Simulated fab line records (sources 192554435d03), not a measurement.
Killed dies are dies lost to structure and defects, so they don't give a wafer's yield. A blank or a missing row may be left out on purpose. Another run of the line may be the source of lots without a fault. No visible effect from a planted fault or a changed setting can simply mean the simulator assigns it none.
Chamber matching ; flow n5-finfet ; 3 sister chambers for N5_BEOL_M0_SAQP_PECVD_04 on pecvd-01
The step deposits a-Si from SiH4/He, target thk 60 nm, time 60.2 s. 20 wafers are shown with their chamber, then 10 later ones without.

WAFERS PAIRED WITH THEIR CHAMBERS
wafer;chamber;showerhead-plenum-p-Torr (Torr);throttle-valve-pct (%);heater-power-w (W)
L075.1;1;5.77;18.7;528
L075.2;0;5.64;18.2;664
L075.5;0;5.64;18.5;644
L076.2;0;5.63;18.2;582
L076.4;0;5.64;18.3;594
L076.5;2;5.60;17.0;553
L077.3;0;5.63;18.2;575
L077.5;0;5.64;18.4;571
L077.6;2;5.58;17.1;582
L079.1;0;5.64;18.4;573
L079.3;1;5.76;18.6;584
L079.5;2;5.59;17.3;533
L080.2;0;5.65;17.9;547
L080.5;2;5.59;16.8;571
L080.6;0;5.64;18.1;585
L086.3;1;5.77;18.3;570
L086.4;0;5.64;18.2;629
L086.5;2;5.59;17.4;531
L087.1;0;5.65;18.3;608
L087.4;1;5.77;17.9;571

SIGNATURES (means of the wafers above)
reading;chamber 0;chamber 1;chamber 2;scatter within a chamber
showerhead-plenum-p-Torr;5.6400;5.7675;5.5900;0.0063
throttle-valve-pct;18.245;18.375;17.120;0.228
heater-power-w;597.45;563.25;554.00;30.9
Rule: for a wafer and a chamber, the distance is found by dividing, reading by reading, the gap between the wafer's reading and the chamber's mean by the reading's scatter, squaring, summing and taking the root. The wafer belongs to the nearest chamber; if the next one is less than 2 further off, it can't be placed. The scatter: take each reading less its chamber's mean, square it, sum over the shown wafers, divide by the number of wafers less the number of chambers, and take the root.

WAFERS MISSING THEIR CHAMBER
wafer;showerhead-plenum-p-Torr (Torr);throttle-valve-pct (%);heater-power-w (W)
L087.5;5.63;18.3;610
L089.1;5.64;18.3;631
L089.2;5.58;17.4;567
L089.4;5.76;18.4;534
L092.4;5.59;17.4;520
L092.5;5.76;18.3;583
L092.6;5.64;18.2;587
L096.1;5.64;18.2;655
L096.3;5.75;18.6;539
L096.4;5.61;17.1;505

WHICH CHAMBER EACH ONE RAN IN
wafer;from the rows above;in truth
L087.5;0;0
L089.1;0;0
L089.2;2;2
L089.4;1;1
L092.4;2;2
L092.5;1;1
L092.6;0;0
L096.1;0;0
L096.3;1;1
L096.4;2;2
Correct placement for 10 of the 10. Left unplaced by these rows: 0. Wrongly placed: 0.
